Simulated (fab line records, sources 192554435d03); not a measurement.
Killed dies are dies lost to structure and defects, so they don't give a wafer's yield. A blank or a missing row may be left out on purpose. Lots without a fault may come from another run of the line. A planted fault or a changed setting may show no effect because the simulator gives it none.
Which tool did it? | flow n5_finfet | 11 lots, 33 wafers sampled, at 1 step of a route of 1938

WHAT THE GAUGES READ, wafer by wafer
N5_BEOL_M11_INSPECT_30: inspects for defects (brightfield).
lot  | measured     | on                | raw_defect_count
L543 | day 10 12:19 | defect_inspect-02 | 322 329 262
L546 | day 11 06:44 | defect_inspect-01 | 465 510 592
L547 | day 11 13:14 | defect_inspect-01 | 262 323 494
L553 | day 12 08:17 | defect_inspect-02 | 380 384 473
L549 | day 12 08:28 | defect_inspect-01 | 376 432 450
L559 | day 14 09:11 | defect_inspect-01 | 435 301 405
L564 | day 15 03:30 | defect_inspect-01 | 447 496 576
L562 | day 15 07:47 | defect_inspect-01 | 487 533 456
L563 | day 15 15:01 | defect_inspect-02 | 292 294 303
L565 | day 16 01:03 | defect_inspect-02 | 601 517 493
L560 | day 16 19:40 | defect_inspect-02 | 354 521 483

WHICH TOOL RAN EACH LOT (tool, then ch and the chambers of the sampled wafers, then the start)
The record holds no process step before these readings.

THE ANSWER, worked out from the rows above alone
Rule: what is usual is taken from the lots themselves. Put in order of their means at a reading, lots are off if they are a third of the lots or fewer, leave a main group of 4 or more, and stand apart from it by a gap of 3 or more times the standard deviation of the main group's means; of several such gaps the widest counts. A main group whose means are all the same, to the digits that the tables above print for the reading, isn't used. A lot without any number at a reading at which 4 lots or more have one is off too. The other lots that the step has rows for count as sound.
No lot is off at any reading shown: from this, nothing can be told.

WHAT THE SIMULATOR HAD PUT IN
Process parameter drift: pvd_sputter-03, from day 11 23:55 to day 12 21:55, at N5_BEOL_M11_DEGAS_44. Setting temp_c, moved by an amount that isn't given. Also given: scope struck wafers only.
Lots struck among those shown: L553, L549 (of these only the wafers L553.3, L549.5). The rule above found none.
